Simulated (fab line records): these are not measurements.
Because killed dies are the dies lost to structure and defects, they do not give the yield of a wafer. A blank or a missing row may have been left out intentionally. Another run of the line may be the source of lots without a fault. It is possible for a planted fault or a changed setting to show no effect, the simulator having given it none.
fab line records | flow n5Finfet
record lots=5 wafers=15 lastDay=17
route steps=1938 shown DUMMY_GATE@248 SPACER0@258 SD_EPI_N@262
lots that met no fault: from a run of the same line without faults
startH: the number of hours between the record's first day and the start of the first shown wafer of the lot | waitH: time in hours since the lot's previous step | " the same as in the row above | L1.1+2: several wafers, shown together as one row | - no value present, or no start provided | * or withheld: withheld | < > ~ a bound
route shown NAME@n: a module of which the file shows steps, and the number in the route of the first | usual: mean and standard deviation over wafers with no fault | same: alike in all rows | chamber/n: place in a boat | sites: per-site readings | _std_site: how widely they spread, as a standard deviation | _edge_site: the outer-site mean with the inner-site mean subtracted | radiusMm: how far each site lies from the wafer's centre | mask NAME#n: copy n | behind: the most recent tool/chamber to have shaped the wafer | hold: why the lot went on hold/how many hours it stayed there/how the hold came to an end | device: transistor that didn't switch, given as n, p or np | end of line: tests of these same wafers at the route's end | a step with no rows: only its recipe | killed: at the first sort, the dies lost to defects and structure; wafer yield is something else | map: a wafer's dies, marking killed ones x, the rest . and places with no die _
set.NAME: the setting as run; set.NAME@STEP: as run at that earlier step | model.NAME: the simulator's own value behind a step, which no gauge read
lots seen at some steps along the route; tables by step, rows by wafer
services: when a tool's chamber went out of use (startH, in hours from the record's first day, below 0 if earlier), for how many hours, and the reason
## steps
# step N5_DUMMY_GATE_ETCH_44
# recipe chemistry=HBr/O2 overEtchFrac=0.7 targetDepthA=1275 stopOn=SiO2 ionEnergyEv=60 biasW=20 target=poly-Si maskMaterial=SiO2 pressureMtorr=20 icpW=400 HBr_flow_sccm=120 O2_flow_sccm=10
# usual chamberPressureMTorr=20.001/0.018 drypumpMotorCurrentA=5.8/0.5 oesProductAu=0.730/0.012 throttleValvePct=18.48/0.25
# columns lot.wafer tool chamber startH waitH chamberPressureMTorr drypumpMotorCurrentA oesProductAu rfHoursCounterH throttleValvePct
L075.2 rieSi-03 3 52.57 0.0 20.000 4.8 0.720 5 18.18
L075.5 " 1 " " 20.018 6.3 0.747 - 18.67
L075.6 " 0 " " 19.992 5.6 0.741 - 18.76
L078.1 rieSi-02 3 71.88 0.0 20.030 6.5 0.724 97 18.32
L078.4 " 2 " " 19.981 5.8 0.724 107 18.63
L078.5 " 1 " " 20.009 5.4 0.718 - 18.29
L083.3 rieSi-03 1 100.61 0.0 20.019 6.3 0.735 2 18.66
L083.5 " 0 " " 20.045 5.6 0.724 - 18.77
L083.6 " 1 " " 20.008 6.2 0.749 - 18.66
L088.2 rieSi-01 2 131.89 0.0 19.990 6.3 0.735 8 18.56
L088.5 " 0 " " 19.995 5.3 0.744 - 18.22
L088.6 " 1 " " 19.984 6.2 0.737 - 18.62
L094.3 rieSi-01 3 167.88 0.0 20.024 5.9 0.732 136 18.81
L094.4 " 0 " " 19.992 5.4 0.722 125 18.21
L094.6 " 2 " " 19.989 6.3 0.724 - 18.59
# step N5_DUMMY_GATE_CD_MEAS_24
# recipe targetCdNm=15
# usual cdNm=15.2/0.34
# columns lot.wafer tool chamber startH waitH cdNm
L075.2 cdSem-01 - 52.69 0.1 15.2
L075.5 " - " " 15.3
L075.6 " - " " 15.8
L078.1 cdSem-03 - 71.99 0.1 15.7
L078.4 " - " " 15.1
L078.5 " - " " 15.8
L083.3 cdSem-03 - 100.73 0.1 14.7
L083.5 " - " " 15.3
L083.6 " - " " 14.8
L088.2 cdSem-03 - 132.01 0.1 15.6
L088.5 " - " " 15.3
L088.6 " - " " 15.1
L094.3 cdSem-03 - 167.99 0.1 15.1
L094.4 " - " " 15.4
L094.6 " - " " 14.9
# step N5_DUMMY_GATE_ETCH_42
# recipe chemistry=CHF3/O2 target=SiO2 targetDepthA=35 timeS=31 ionEnergyEv=30 biasW=12 pressureMtorr=30 sourceW=600 Ar_flow_sccm=200 CHF3_flow_sccm=50 O2_flow_sccm=5
# usual chamberPressureMTorr=30.000/0.025 drypumpMotorCurrentA=5.7/0.45 oesProductAu=0.78/0.079 rfVppV=42.6/1 showerheadPlenumPTorr=2.40/0.056 throttleValvePct=18.86/0.27
# columns lot.wafer tool chamber startH waitH chamberPressureMTorr drypumpMotorCurrentA oesProductAu rfHoursCounterH rfVppV showerheadPlenumPTorr throttleValvePct
L075.2 rieDiel-02 2 52.73 0.0 29.960 6.0 0.76 121 42.1 2.50 18.91
L075.5 " 2 " " 29.989 6.0 0.77 - 41.0 2.50 18.92
L075.6 " 1 " " 30.025 5.8 0.71 - 41.7 2.38 19.26
L078.1 rieDiel-06 0 72.18 0.2 29.991 5.6 0.71 220 43.3 2.40 19.31
L078.4 " 1 " " 29.996 5.5 0.76 129 41.9 2.40 18.23
L078.5 " 2 " " 30.028 6.2 0.74 - 44.2 2.42 19.15
L083.3 rieDiel-01 3 100.77 0.0 29.984 6.2 0.78 115 41.9 2.34 18.74
L083.5 " 3 " " 30.031 6.2 0.79 - 43.8 2.34 18.73
L083.6 " 1 " " 29.960 5.4 0.78 - 42.4 2.33 18.66
L088.2 rieDiel-02 3 132.05 0.0 30.009 6.3 0.87 53 45.4 2.44 18.73
L088.5 " 3 " " 29.973 6.3 0.87 - 43.4 2.44 18.75
L088.6 " 2 " " 29.989 6.0 0.73 - 42.5 2.49 18.96
L094.3 rieDiel-06 0 168.04 0.0 29.981 5.6 0.69 249 43.8 2.39 19.34
L094.4 " 3 " " 29.992 5.2 0.74 200 42.8 2.50 19.07
L094.6 " 3 " " 29.975 5.3 0.73 - 42.9 2.50 19.06
# step N5_DUMMY_GATE_STRIP_48
# recipe chemistry=N2/H2 timeS=20 powerW=100 tempC=40 pressureMtorr=100 rfFrequencyHz=6e+07 biasPowerW=3 n2FlowSccm=300 h2FlowSccm=300
# usual chamberPressureMTorr=100.00/0.089 drypumpMotorCurrentA=5.8/0.45 oesProductAu=0.79/0.079 rfVppV=45.2/0.82 showerheadPlenumPTorr=3.36/0.088 throttleValvePct=12.26/0.29
# columns lot.wafer tool chamber startH waitH chamberPressureMTorr drypumpMotorCurrentA oesProductAu rfHoursCounterH rfVppV showerheadPlenumPTorr throttleValvePct
L075.2 rieDiel-02 2 52.78 0.0 99.99 6.0 0.77 121 46.4 3.52 12.34
L075.5 " 2 " " 99.99 6.0 0.76 - 46.4 3.52 12.35
L075.6 " 1 " " 100.15 5.8 0.72 - 44.8 3.35 12.80
L078.1 rieDiel-06 0 72.22 0.0 99.87 5.6 0.72 220 44.3 3.32 12.52
L078.4 " 1 " " 99.96 5.5 0.77 129 44.5 3.40 11.84
L078.5 " 2 " " 99.97 6.2 0.74 - 45.1 3.35 12.41
L083.3 rieDiel-01 3 100.82 0.0 100.09 6.2 0.80 115 45.4 3.26 12.02
L083.5 " 3 " " 100.11 6.2 0.79 - 45.4 3.26 12.02
L083.6 " 1 " " 100.06 5.4 0.78 - 45.8 3.24 11.93
L088.2 rieDiel-02 3 132.10 0.0 99.98 6.3 0.87 53 44.4 3.43 12.20
L088.5 " 3 " " 99.88 6.4 0.87 - 45.3 3.42 12.19
L088.6 " 2 " " 100.06 6.0 0.74 - 46.3 3.51 12.41
L094.3 rieDiel-06 0 168.08 0.0 100.07 5.7 0.69 249 45.9 3.30 12.58
L094.4 " 3 " " 100.00 5.3 0.73 200 45.3 3.48 12.47
L094.6 " 3 " " 99.99 5.3 0.73 - 45.5 3.48 12.49
# step N5_DUMMY_GATE_PRECLEAN_33
# recipe chemistry=dHF timeS=10 dilution=750:1 tempC=25
# columns lot.wafer tool chamber startH waitH
L075.2+5+6 wetBench-06 4,3,2 52.86 0.1
L078.1+4+5 wetBench-06 5,2,6 72.31 0.1
L083.3+5+6 wetBench-06 0,4,3 100.90 0.1
L088.2+5+6 wetBench-01 5,7,6 132.18 0.1
L094.3+4+6 wetBench-02 4,5,3 168.17 0.1
# step N5_DUMMY_GATE_PRECLEAN_25
# recipe chemistry=O3/DIW timeS=45 tempC=22 o3Ppm=10
# columns lot.wafer tool chamber startH waitH
L075.2+5+6 wetBench-06 4,3,2 52.87 0.0
L078.1+4+5 wetBench-06 5,2,6 72.31 0.0
L083.3+5+6 wetBench-06 0,4,3 100.91 0.0
L088.2+5+6 wetBench-01 5,7,6 132.19 0.0
L094.3+4+6 wetBench-02 4,5,3 168.17 0.0
# step N5_DUMMY_GATE_PRECLEAN_51
# recipe chemistry=SC2 timeS=45 tempC=35 mix=1:1:50
# columns lot.wafer tool chamber startH waitH
L075.2+5+6 wetBench-06 4,3,2 52.88 0.0
L078.1+4+5 wetBench-06 5,2,6 72.33 0.0
L083.3+5+6 wetBench-06 0,4,3 100.92 0.0
L088.2+5+6 wetBench-01 5,7,6 132.20 0.0
L094.3+4+6 wetBench-02 4,5,3 168.19 0.0
# step N5_DUMMY_GATE_SRD_26
# recipe dry=ipaMarangoni timeS=30 tempC=23 rinseLiquid=diw
# columns lot.wafer tool chamber startH waitH
L075.2+5+6 wetBench-06 4,3,2 52.89 0.0
L078.1+4+5 wetBench-06 5,2,6 72.34 0.0
L083.3+5+6 wetBench-06 0,4,3 100.93 0.0
L088.2+5+6 wetBench-01 5,7,6 132.21 0.0
L094.3+4+6 wetBench-02 4,5,3 168.20 0.0
# step N5_DUMMY_GATE_UV_OZONE_45
# recipe timeS=120 pressureTorr=760 tempC=25
# columns lot.wafer tool chamber startH waitH
L075.2+5+6 wetBench-06 4,3,2 52.91 0.0
L078.1+4+5 wetBench-06 5,2,6 72.36 0.0
L083.3+5+6 wetBench-06 0,4,3 100.95 0.0
L088.2+5+6 wetBench-01 5,7,6 132.23 0.0
L094.3+4+6 wetBench-02 4,5,3 168.21 0.0
# step N5_DUMMY_GATE_INSPECT_27
# recipe inspectInstrument=brightfield mode=aei
# usual rawDefectCount=290/82
# columns lot.wafer tool chamber startH waitH rawDefectCount
L075.2 defectInspect-02 - 52.97 0.0 403
L075.5 " - " " 337
L075.6 " - " " 410
L078.1 defectInspect-01 - 72.42 0.0 373
L078.4 " - " " 359
L078.5 " - " " 427
L083.3 defectInspect-02 - 101.01 0.0 215
L083.5 " - " " 238
L083.6 " - " " 285
L088.2 defectInspect-01 - 132.29 0.0 276
L088.5 " - " " 263
L088.6 " - " " 284
L094.3 defectInspect-01 - 168.27 0.0 246
L094.4 " - " " 324
L094.6 " - " " 285
# step N5_SPACER0_ALD_07
# recipe material=SiNx targetThkA=20 tempC=400 aldPrecursorFamily=SiH2I2 aldCoReactant=N2/H2-plasma pressureTorr=2
# usual heaterPowerW=847/80
# columns lot.wafer tool chamber startH waitH heaterPowerW
L075.2 aldSin-01 0 53.01 0.0 958
L075.5 " 0 " " 923
L075.6 " 1 " " 895
L078.1 aldSin-03 0 72.46 0.0 679
L078.4 " 3 " " 862
L078.5 " 2 " " 825
L083.3 aldSin-02 3 101.04 0.0 864
L083.5 " 0 " " 736
L083.6 " 1 " " 804
L088.2 aldSin-03 3 132.32 0.0 865
L088.5 " 1 " " 776
L088.6 " 3 " " 895
L094.3 aldSin-03 0 168.54 0.3 705
L094.4 " 1 " " 783
L094.6 " 2 " " 846
# step N5_SPACER0_ALD_00
# recipe material=SiOCN targetThkA=35 tempC=400 aldPrecursorFamily=alkyl-aminosilane aldCoReactant=O2/N2-plasma pulseTimeS=3 purgeTimeS=2 coReactantPurgeTimeS=2 aldCycles=58 pressureTorr=2
# usual heaterPowerW=847/80 precursorPulseHeightRel=1.000/0.018
# same pulseTimeS=3
# columns lot.wafer tool chamber startH waitH heaterPowerW precursorPulseHeightRel
L075.2 aldSin-01 0 53.16 0.1 946 1.023
L075.5 " 0 " " 952 1.014
L075.6 " 1 " " 872 1.030
L078.1 aldSin-03 0 72.61 0.1 690 0.987
L078.4 " 3 " " 858 1.012
L078.5 " 2 " " 853 0.972
L083.3 aldSin-02 3 101.19 0.1 886 1.006
L083.5 " 0 " " 760 1.014
L083.6 " 1 " " 822 1.010
L088.2 aldSin-03 3 132.48 0.1 904 1.019
L088.5 " 1 " " 770 0.977
L088.6 " 3 " " 881 0.983
L094.3 aldSin-03 0 168.70 0.1 702 0.997
L094.4 " 1 " " 789 0.985
L094.6 " 2 " " 857 0.999
# step N5_SPACER0_ALD_08
# recipe material=SiNx targetThkA=20 tempC=400 aldPrecursorFamily=SiH2I2 aldCoReactant=N2/H2-plasma pressureTorr=2
# usual heaterPowerW=847/81
# columns lot.wafer tool chamber startH waitH heaterPowerW
L075.2 aldSin-01 0 53.42 0.1 911
L075.5 " 0 " " 915
L075.6 " 1 " " 871
L078.1 aldSin-03 0 72.87 0.1 723
L078.4 " 3 " " 891
L078.5 " 2 " " 836
L083.3 aldSin-02 3 101.45 0.1 854
L083.5 " 0 " " 755
L083.6 " 1 " " 805
L088.2 aldSin-03 3 132.73 0.1 895
L088.5 " 1 " " 758
L088.6 " 3 " " 862
L094.3 aldSin-03 0 168.95 0.1 682
L094.4 " 1 " " 798
L094.6 " 2 " " 869
# step N5_SPACER0_INSPECT_04
# recipe inspectInstrument=darkfield mode=postDep
# usual rawDefectCount=137/34
# columns lot.wafer tool chamber startH waitH rawDefectCount
L075.2 defectInspect-02 - 53.57 0.1 194
L075.5 " - " " 139
L075.6 " - " " 169
L078.1 defectInspect-02 - 73.02 0.1 180
L078.4 " - " " 171
L078.5 " - " " 166
L083.3 defectInspect-01 - 101.61 0.1 99
L083.5 " - " " 110
L083.6 " - " " 113
L088.2 defectInspect-02 - 132.89 0.1 136
L088.5 " - " " 127
L088.6 " - " " 142
L094.3 defectInspect-02 - 169.11 0.1 133
L094.4 " - " " 160
L094.6 " - " " 126
# step N5_SD_EPI_N_COAT_32
# recipe resist=SOC tempC=250 timeS=60 spinRpm=1500 resistThkNm=350
# usual resistLineTempC=23.01/0.12
# columns lot.wafer tool chamber startH waitH resistLineTempC
L075.2 lithoTrack-02 0 53.61 0.0 22.98
L075.5 " 0 " " 22.88
L075.6 " 0 " " 22.90
L078.1 lithoTrack-05 0 73.05 0.0 22.95
L078.4 " 0 " " 22.90
L078.5 " 0 " " 23.00
L083.3 lithoTrack-01 0 101.64 0.0 22.96
L083.5 " 0 " " 23.02
L083.6 " 0 " " 23.22
L088.2 lithoTrack-01 0 132.92 0.0 22.94
L088.5 " 0 " " 22.91
L088.6 " 0 " " 22.93
L094.3 lithoTrack-01 0 169.14 0.0 23.11
L094.4 " 0 " " 23.16
L094.6 " 0 " " 23.12
# step N5_SD_EPI_N_COAT_33
# recipe resist=SiARC tempC=220 timeS=60 spinRpm=1500 resistThkNm=35
# usual resistLineTempC=23.02/0.12
# columns lot.wafer tool chamber startH waitH resistLineTempC
L075.2 lithoTrack-02 0 - - 23.05
L075.5 " 0 " " 22.95
L075.6 " 0 " " 23.02
L078.1 lithoTrack-05 0 - - 22.74
L078.4 " 0 " " 22.92
L078.5 " 0 " " 22.80
L083.3 lithoTrack-01 0 - - 22.84
L083.5 " 0 " " 23.05
L083.6 " 0 " " 23.02
L088.2 lithoTrack-01 0 - - 23.02
L088.5 " 0 " " 22.93
L088.6 " 0 " " 23.03
L094.3 lithoTrack-01 0 - - 22.92
L094.4 " 0 " " 22.85
L094.6 " 0 " " 22.83
# step N5_SD_EPI_N_COAT_03
# recipe resist=CAR-ArF-block spinRpm=1500 resistThkNm=150
# usual resistLineTempC=23.01/0.1
# columns lot.wafer tool chamber startH waitH resistLineTempC
L075.2 lithoTrack-02 0 - - 22.92
L075.5 " 0 " " 22.76
L075.6 " 0 " " 22.88
L078.1 lithoTrack-05 0 - - 22.85
L078.4 " 0 " " 22.83
L078.5 " 0 " " 22.82
L083.3 lithoTrack-01 0 - - 22.89
L083.5 " 0 " " 23.04
L083.6 " 0 " " 23.07
L088.2 lithoTrack-01 0 - - 23.06
L088.5 " 0 " " 22.99
L088.6 " 0 " " 23.08
L094.3 lithoTrack-01 0 - - 23.01
L094.4 " 0 " " 23.02
L094.6 " 0 " " 23.09
# step N5_SD_EPI_N_EBR_05
# recipe solvent=PGMEA ebrWidthMm=1.5
# usual resistLineTempC=22.97/0.093
# columns lot.wafer tool chamber startH waitH resistLineTempC
L075.2 lithoTrack-02 0 - - 23.00
L075.5 " 0 " " 22.87
L075.6 " 0 " " 22.84
L078.1 lithoTrack-05 0 - - 22.95
L078.4 " 0 " " 22.97
L078.5 " 0 " " 22.93
L083.3 lithoTrack-01 0 - - 22.93
L083.5 " 0 " " 23.08
L083.6 " 0 " " 22.91
L088.2 lithoTrack-01 0 - - 22.81
L088.5 " 0 " " 23.01
L088.6 " 0 " " 22.91
L094.3 lithoTrack-01 0 - - 22.89
L094.4 " 0 " " 22.79
L094.6 " 0 " " 22.86
# step N5_SD_EPI_N_SOFTBAKE_04
# recipe tempC=110 timeS=60 resist=CAR-ArF-block
# usual resistLineTempC=22.98/0.11
# columns lot.wafer tool chamber startH waitH resistLineTempC
L075.2 lithoTrack-02 0 - - 22.82
L075.5 " 0 " " 22.84
L075.6 " 0 " " 22.85
L078.1 lithoTrack-05 0 - - 23.04
L078.4 " 0 " " 22.90
L078.5 " 0 " " 22.91
L083.3 lithoTrack-01 0 - - 23.05
L083.5 " 0 " " 23.20
L083.6 " 0 " " 23.19
L088.2 lithoTrack-01 0 - - 23.16
L088.5 " 0 " " 23.02
L088.6 " 0 " " 22.96
L094.3 lithoTrack-01 0 - - 22.98
L094.4 " 0 " " 22.89
L094.6 " 0 " " 22.98
# step N5_SD_EPI_N_EXPOSE_06
# recipe maskId=SD_N_BLK na=1.35 sourceShape=conventional sigmaOuter=0.8 polarization=unpolarized targetCdNm=120 doseMj=39.75
# usual focusOffsetNm=0.0/0.52
# same sigmaOuter=0.8
# columns lot.wafer tool chamber startH waitH mask focusOffsetNm
L075.2 arfiScanner-01 0 53.85 - SD_N_BLK#0 0.8
L075.5 " 0 " " SD_N_BLK#0 -0.7
L075.6 " 0 " " SD_N_BLK#0 0.1
L078.1 arfiScanner-03 0 73.30 - SD_N_BLK#0 0.0
L078.4 " 0 " " SD_N_BLK#0 -0.2
L078.5 " 0 " " SD_N_BLK#0 -0.8
L083.3 arfiScanner-03 0 101.90 - SD_N_BLK#0 -0.6
L083.5 " 0 " " SD_N_BLK#0 -0.8
L083.6 " 0 " " SD_N_BLK#0 -1.3
L088.2 arfiScanner-03 0 133.17 - SD_N_BLK#0 0.5
L088.5 " 0 " " SD_N_BLK#0 0.1
L088.6 " 0 " " SD_N_BLK#0 -0.2
L094.3 arfiScanner-02 0 169.27 - SD_N_BLK#0 0.0
L094.4 " 0 " " SD_N_BLK#0 -0.1
L094.6 " 0 " " SD_N_BLK#0 -0.1
# step N5_SD_EPI_N_PEB_07
# recipe pebTempC=110 pebTimeS=60 resist=CAR-ArF-block
# usual resistLineTempC=22.98/0.091
# columns lot.wafer tool chamber startH waitH resistLineTempC
L075.2 lithoTrack-05 0 53.91 0.0 23.08
L075.5 " 0 " " 22.96
L075.6 " 0 " " 22.90
L078.1 lithoTrack-02 0 73.35 0.1 23.12
L078.4 " 0 " " 23.00
L078.5 " 0 " " 23.06
L083.3 lithoTrack-02 0 101.94 0.0 23.06
L083.5 " 0 " " 23.14
L083.6 " 0 " " 23.22
L088.2 lithoTrack-01 0 133.23 0.0 22.98
L088.5 " 0 " " 23.20
L088.6 " 0 " " 22.97
L094.3 lithoTrack-01 0 169.32 0.0 22.90
L094.4 " 0 " " 22.90
L094.6 " 0 " " 22.90
# step N5_SD_EPI_N_DEVELOP_08
# recipe developTimeS=30 developer=TMAH resist=CAR-ArF-block devTempC=23 rinseLiquid=diw dry=airSpin
# usual resistLineTempC=22.98/0.11
# columns lot.wafer tool chamber startH waitH resistLineTempC
L075.2 lithoTrack-05 0 - - 22.91
L075.5 " 0 " " 23.08
L075.6 " 0 " " 22.93
L078.1 lithoTrack-02 0 - - 22.93
L078.4 " 0 " " 22.91
L078.5 " 0 " " 22.95
L083.3 lithoTrack-02 0 - - 22.90
L083.5 " 0 " " 22.85
L083.6 " 0 " " 22.96
L088.2 lithoTrack-01 0 - - 23.02
L088.5 " 0 " " 22.98
L088.6 " 0 " " 22.99
L094.3 lithoTrack-01 0 - - 22.96
L094.4 " 0 " " 23.00
L094.6 " 0 " " 23.11
# step N5_SD_EPI_N_CD_MEAS_09
# recipe targetCdNm=120 landingEnergyEv=500 detector=seInlens
# usual cdNm=120.0/0.84
# columns lot.wafer tool chamber startH waitH cdNm
L075.2 cdSem-03 0 53.97 - 119.4
L075.5 " 0 " " 118.8
L075.6 " 0 " " 118.8
L078.1 cdSem-02 0 73.42 - 120.4
L078.4 " 0 " " 120.5
L078.5 " 0 " " 120.8
L083.3 cdSem-02 0 102.01 - 121.5
L083.5 " 0 " " 121.6
L083.6 " 0 " " 121.8
L088.2 cdSem-03 0 133.30 - 119.1
L088.5 " 0 " " 118.7
L088.6 " 0 " " 119.1
L094.3 cdSem-02 0 169.39 - 120.8
L094.4 " 0 " " 119.8
L094.6 " 0 " " 120.1
# step N5_SD_EPI_N_OVL_MEAS_10
# recipe pointsPerWafer=44
# usual SD_N_BLK_OVL=0.1/0.83
# columns lot.wafer tool chamber startH waitH SD_N_BLK_OVL[nm]
L075.2 overlay-02 0 54.00 0.0 0.4
L075.5 " 0 " " 0.1
L075.6 " 0 " " 0.7
L078.1 overlay-01 0 73.45 0.0 0.2
L078.4 " 0 " " 0.7
L078.5 " 0 " " 0.5
L083.3 overlay-02 0 102.04 0.0 -0.2
L083.5 " 0 " " -0.1
L083.6 " 0 " " 0.5
L088.2 overlay-02 0 133.33 0.0 -0.1
L088.5 " 0 " " 0.9
L088.6 " 0 " " 1.0
L094.3 overlay-02 0 169.42 0.0 1.1
L094.4 " 0 " " 1.2
L094.6 " 0 " " 0.9
# step N5_SD_EPI_N_INSPECT_11
# recipe mode=adi inspectInstrument=macro
# usual rawDefectCount=2.1/1.4
# columns lot.wafer tool chamber startH waitH rawDefectCount
L075.2 defectInspect-02 - 54.03 0.0 2
L075.5 " - " " 1
L075.6 " - " " 1
L078.1 defectInspect-02 - 73.48 0.0 4
L078.4 " - " " 3
L078.5 " - " " 4
L083.3 defectInspect-01 - 102.06 0.0 4
L083.5 " - " " 2
L083.6 " - " " 2
L088.2 defectInspect-02 - 133.36 0.0 0
L088.5 " - " " 2
L088.6 " - " " 1
L094.3 defectInspect-01 - 169.44 0.0 0
L094.4 " - " " 0
L094.6 " - " " 2
# step N5_SD_EPI_N_DESCUM_14
# recipe chemistry=O2 timeS=7.9 sourcePowerW=50 biasPowerW=20 pressureMtorr=20 rfFrequencyHz=2.712e+07 tempC=40 resist=CAR-ArF-block o2FlowSccm=225
# usual chamberPressureMTorr=20.002/0.019 drypumpMotorCurrentA=5.7/0.54 oesProductAu=0.80/0.093 rfVppV=243.0/1.6 showerheadPlenumPTorr=2.09/0.094 throttleValvePct=20.48/0.23
# columns lot.wafer tool chamber startH waitH chamberPressureMTorr drypumpMotorCurrentA oesProductAu rfHoursCounterH rfVppV showerheadPlenumPTorr throttleValvePct
L075.2 rieDiel-04 1 54.12 0.1 19.994 6.1 1.01 1 243.3 2.25 20.11
L075.5 " 3 " " 20.006 6.0 0.71 - 242.7 1.98 20.86
L075.6 " 2 " " 20.011 5.7 0.71 - 242.7 2.09 20.32
L078.1 rieDiel-04 1 73.51 0.0 20.002 6.1 0.97 8 245.3 2.24 20.12
L078.4 " 3 " " 19.988 5.9 0.70 225 241.0 1.98 20.85
L078.5 " 2 " " 19.993 5.8 0.71 - 241.7 2.09 20.34
L083.3 rieDiel-04 1 102.10 0.0 20.011 6.1 0.93 17 244.5 2.24 20.16
L083.5 " 0 " " 20.029 6.4 0.84 - 244.6 2.21 20.15
L083.6 " 1 " " 20.013 6.1 0.93 - 245.2 2.24 20.14
L088.2 rieDiel-05 2 133.39 0.0 19.998 6.0 0.82 85 245.2 2.11 20.63
L088.5 " 3 " " 20.002 4.7 0.84 - 241.6 2.06 20.59
L088.6 " 2 " " 19.992 6.0 0.80 - 243.7 2.11 20.63
L094.3 rieDiel-03 3 169.47 0.0 20.003 5.5 0.72 160 240.1 1.93 20.53
L094.4 " 1 " " 19.976 6.3 0.68 222 244.5 2.15 20.86
L094.6 " 0 " " 19.982 5.3 0.83 - 242.0 2.05 20.57
# step N5_SD_EPI_N_ETCH_34
# recipe chemistry=CF4 target=SiARC targetDepthA=455 maskMaterial=CAR-ArF-block timeS=75.8 ionEnergyEv=80 pressureMtorr=40 sourceW=545 biasW=36 Ar_flow_sccm=100 cf4FlowSccm=100 ends=cleared
# usual chamberPressureMTorr=40.00/0.049 drypumpMotorCurrentA=5.7/0.54 etchRfOnTimeS=75.4/1.8 oesProductAu=0.69/0.081 rfVppV=184.0/1.4 showerheadPlenumPTorr=2.14/0.091 throttleValvePct=15.62/0.23
# columns lot.wafer tool chamber startH waitH chamberPressureMTorr drypumpMotorCurrentA etchRfOnTimeS oesProductAu rfHoursCounterH rfVppV showerheadPlenumPTorr throttleValvePct
L075.2 rieDiel-04 1 54.16 0.0 39.98 6.1 73.6 0.86 1 185.8 2.27 15.22
L075.5 " 3 " " 39.96 5.9 73.9 0.62 - 183.3 2.03 15.98
L075.6 " 2 " " 40.04 5.7 76.9 0.61 - 184.8 2.13 15.50
L078.1 rieDiel-04 1 73.54 0.0 39.99 6.1 74.1 0.82 8 185.2 2.27 15.25
L078.4 " 3 " " 40.01 5.9 75.0 0.61 225 183.4 2.03 16.00
L078.5 " 2 " " 39.99 5.7 76.9 0.60 - 184.8 2.13 15.52
L083.3 rieDiel-04 1 102.13 0.0 39.95 6.1 73.8 0.80 17 186.1 2.27 15.24
L083.5 " 0 " " 40.03 6.5 76.5 0.72 - 186.5 2.27 15.40
L083.6 " 1 " " 40.02 6.1 74.0 0.80 - 186.0 2.27 15.25
L088.2 rieDiel-05 2 133.42 0.0 40.09 6.0 72.6 0.71 85 185.5 2.16 15.75
L088.5 " 3 " " 39.97 4.7 73.9 0.72 - 182.4 2.09 15.61
L088.6 " 2 " " 40.01 6.0 72.9 0.71 - 183.5 2.16 15.78
L094.3 rieDiel-03 3 169.51 0.0 39.99 5.5 79.1 0.62 160 181.4 1.99 15.73
L094.4 " 1 " " 40.05 6.3 75.3 0.58 222 186.1 2.20 16.08
L094.6 " 0 " " 40.04 5.3 76.1 0.71 - 184.6 2.08 15.59
# step N5_SD_EPI_N_ETCH_35
# recipe chemistry=N2/H2 target=SOC overetchA=1080 maskMaterial=SiARC tempC=40 ionEnergyEv=100 sourceW=3000 biasW=133 pressureMtorr=20 timeS=486 n2FlowSccm=200 h2FlowSccm=200
# usual chamberPressureMTorr=19.998/0.02 drypumpMotorCurrentA=5.7/0.54 oesProductAu=0.72/0.078 rfVppV=240.6/1.7 showerheadPlenumPTorr=2.53/0.12 throttleValvePct=23.8/0.34
# columns lot.wafer tool chamber startH waitH chamberPressureMTorr drypumpMotorCurrentA oesProductAu rfHoursCounterH rfVppV showerheadPlenumPTorr throttleValvePct
L075.2 rieDiel-04 1 54.21 0.0 20.006 6.1 0.88 1 242.8 2.71 23.3
L075.5 " 3 " " 20.001 6.0 0.64 - 240.3 2.39 24.2
L075.6 " 2 " " 19.973 5.8 0.64 - 241.1 2.51 23.3
L078.1 rieDiel-04 1 73.60 0.0 19.998 6.1 0.86 8 242.7 2.71 23.3
L078.4 " 3 " " 20.051 5.9 0.63 225 239.2 2.39 24.2
L078.5 " 2 " " 19.995 5.7 0.63 - 240.9 2.51 23.3
L083.3 rieDiel-04 1 102.19 0.0 20.020 6.1 0.82 17 243.7 2.70 23.3
L083.5 " 0 " " 19.978 6.5 0.77 - 245.0 2.69 23.5
L083.6 " 1 " " 20.038 6.1 0.83 - 242.4 2.70 23.3
L088.2 rieDiel-05 2 133.48 0.0 20.018 6.0 0.73 86 240.7 2.57 24.0
L088.5 " 3 " " 19.978 4.7 0.76 - 239.7 2.46 24.0
L088.6 " 2 " " 20.007 6.0 0.73 - 240.6 2.57 24.0
L094.3 rieDiel-03 3 169.56 0.0 19.993 5.5 0.66 160 238.4 2.33 24.0
L094.4 " 1 " " 19.986 6.3 0.61 222 241.3 2.61 24.4
L094.6 " 0 " " 19.985 5.3 0.74 - 239.2 2.46 24.1
# step N5_SD_EPI_N_STRIP_36
# recipe chemistry=N2/H2 tempC=40 n2FlowSccm=200 h2FlowSccm=200 rfFrequencyHz=6e+07
# columns lot.wafer tool chamber startH waitH
L075.2+5+6 rieDiel-04 1,3,2 54.53 0.2
L078.1+4+5 rieDiel-04 1,3,2 73.92 0.2
L083.3+5+6 rieDiel-04 1,0,1 102.50 0.2
L088.2+5+6 rieDiel-05 2,3,2 133.79 0.2
L094.3+4+6 rieDiel-03 3,1,0 169.88 0.2
## services
# columns tool chamber startH hours kind
aldSin-03 - 43.89 1.3 repair
aldSin-03 - 48.89 1.1 repair
arfiScanner-03 - 56.10 1.3 pm
rieDiel-04 2 57.25 4.9 repair
rieDiel-04 3 65.65 3.0 repair
aldSin-02 2 66.14 6.1 repair
rieSi-01 2 67.02 2.1 repair
aldSin-01 2 70.48 2.3 repair
aldSin-01 - 85.47 14.0 pm
rieSi-01 1 87.02 2.5 repair
aldSin-03 1 89.87 2.4 repair
arfiScanner-03 - 91.56 0.8 pm
rieDiel-05 - 93.41 0.3 repair
rieDiel-02 - 97.54 0.5 repair
aldSin-01 2 103.09 21.5 repair
rieDiel-05 3 105.12 2.2 repair
aldSin-02 - 111.88 6.1 pm
wetBench-02 - 112.40 1.9 pm
rieDiel-02 - 113.36 0.2 repair
rieDiel-02 1 122.10 29.3 repair
rieDiel-06 3 134.11 4.1 repair
wetBench-02 - 137.74 4.4 pm
rieDiel-05 0 167.54 4.6 repair
aldSin-01 2 169.33 3.1 repair
## key
fault none
